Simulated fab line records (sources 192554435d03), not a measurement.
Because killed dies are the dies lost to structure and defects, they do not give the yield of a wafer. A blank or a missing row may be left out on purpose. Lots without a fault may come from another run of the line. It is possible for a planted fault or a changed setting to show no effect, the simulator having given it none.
Split-lot study ; flow n5Finfet ; 39 wafers read from 7 lots, route of 1938 steps

== SPLIT DETAILS ==
At N5_ZERO_LAYER_DEVELOP_10 (develop time 60 s), the setting developTimeS was moved away from the recipe's 60 s on 12 of the 39 wafers read, by -21.2% to +40.7%. All remaining wafers had this setting at the recipe value.

== FROM SPLIT TO READING: 1 step shown by the file between the two ==
- N5_ZERO_LAYER_HARDBAKE_23: time 120 s

== THE READING ==
Shown in nm: cdNm at N5_ZERO_LAYER_CD_MEAS_11, with target cd 2000 nm. Fault-free wafers of this fab line usually give 2000.5 nm, standard deviation 1.5 nm.

wafer;tool, chamber at the split;developTimeS as run, s;against the recipe;cdNm, nm;against lot-mates on the recipe
L080.1;lithoTrack-03, 0;60;recipe;2003.1;-
L080.2;lithoTrack-03, 0;60;recipe;1999.0;-
L080.3;lithoTrack-03, 0;60;recipe;2000.0;-
L080.4;lithoTrack-03, 0;60;recipe;1998.3;-
L080.5;lithoTrack-03, 0;60;recipe;1999.7;-
L080.6;lithoTrack-03, 0;60;recipe;2002.7;-
L082.1;lithoTrack-05, 0;60;recipe;2001.5;-
L082.2;lithoTrack-05, 0;60;recipe;2000.9;-
L082.3;lithoTrack-05, 0;49.13;-18.1%;1999.0;-2.0
L082.4;lithoTrack-05, 0;49.13;-18.1%;1996.8;-4.2
L082.5;lithoTrack-05, 0;60;recipe;2000.5;-
L082.6;lithoTrack-05, 0;49.13;-18.1%;1998.0;-3.0
L084.1;lithoTrack-01, 0;47.27;-21.2%;1996.2;-5.7
L084.2;lithoTrack-01, 0;60;recipe;2002.4;-
L084.3;lithoTrack-01, 0;47.27;-21.2%;1997.2;-4.7
L084.4;lithoTrack-01, 0;47.27;-21.2%;1995.7;-6.2
L084.5;lithoTrack-01, 0;60;recipe;2000.6;-
L084.6;lithoTrack-01, 0;60;recipe;2002.6;-
L086.1;lithoTrack-05, 0;60;recipe;2001.2;-
L086.5;lithoTrack-05, 0;60;recipe;2002.3;-
L086.6;lithoTrack-05, 0;60;recipe;2003.4;-
L094.1;lithoTrack-03, 0;60;recipe;2000.1;-
L094.2;lithoTrack-03, 0;60;recipe;1999.0;-
L094.3;lithoTrack-03, 0;82.6;+37.7%;2009.3;+9.6
L094.4;lithoTrack-03, 0;82.6;+37.7%;2005.0;+5.3
L094.5;lithoTrack-03, 0;82.6;+37.7%;2007.9;+8.2
L094.6;lithoTrack-03, 0;60;recipe;1999.9;-
L095.1;lithoTrack-05, 0;60;recipe;2001.2;-
L095.2;lithoTrack-05, 0;60;recipe;1999.0;-
L095.3;lithoTrack-05, 0;60;recipe;2001.6;-
L095.4;lithoTrack-05, 0;60;recipe;1999.6;-
L095.5;lithoTrack-05, 0;60;recipe;2000.3;-
L095.6;lithoTrack-05, 0;60;recipe;2001.2;-
L096.1;lithoTrack-05, 0;60;recipe;2001.4;-
L096.2;lithoTrack-05, 0;84.41;+40.7%;2007.3;+6.8
L096.3;lithoTrack-05, 0;84.41;+40.7%;2010.5;+10.0
L096.4;lithoTrack-05, 0;60;recipe;1999.9;-
L096.5;lithoTrack-05, 0;60;recipe;2000.3;-
L096.6;lithoTrack-05, 0;84.41;+40.7%;2009.0;+8.5

FIT RESULTS
A straight line over all 39 wafers: cdNm changes by +0.188 nm for each +1% of developTimeS; r = +0.92; the points scatter about the line by 1.4 nm.
The same after taking each lot's own level away (the mean of its wafers on the recipe; 39 wafers): +0.209 nm for each +1%; r = +0.95; scatter 1.2 nm.
The reading moves by 8.5 nm for the largest change in developTimeS, on that fit.
The span of the lots' own levels, 1999.67 to 2002.30 nm, comes to 1.8 times the standard deviation stated above.
Thus the slope moves with the lot-to-lot level: the two fits are different.
Check: for one of the wafers moved furthest among these (+40.7%), held out of the fit, the line's prediction against its lot-mates is +8.78 nm. Against them it came out at +6.77 nm.

== FILE'S OWN FIT ==
cdNm changes by +0.209 nm for each +1% of developTimeS, r = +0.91.
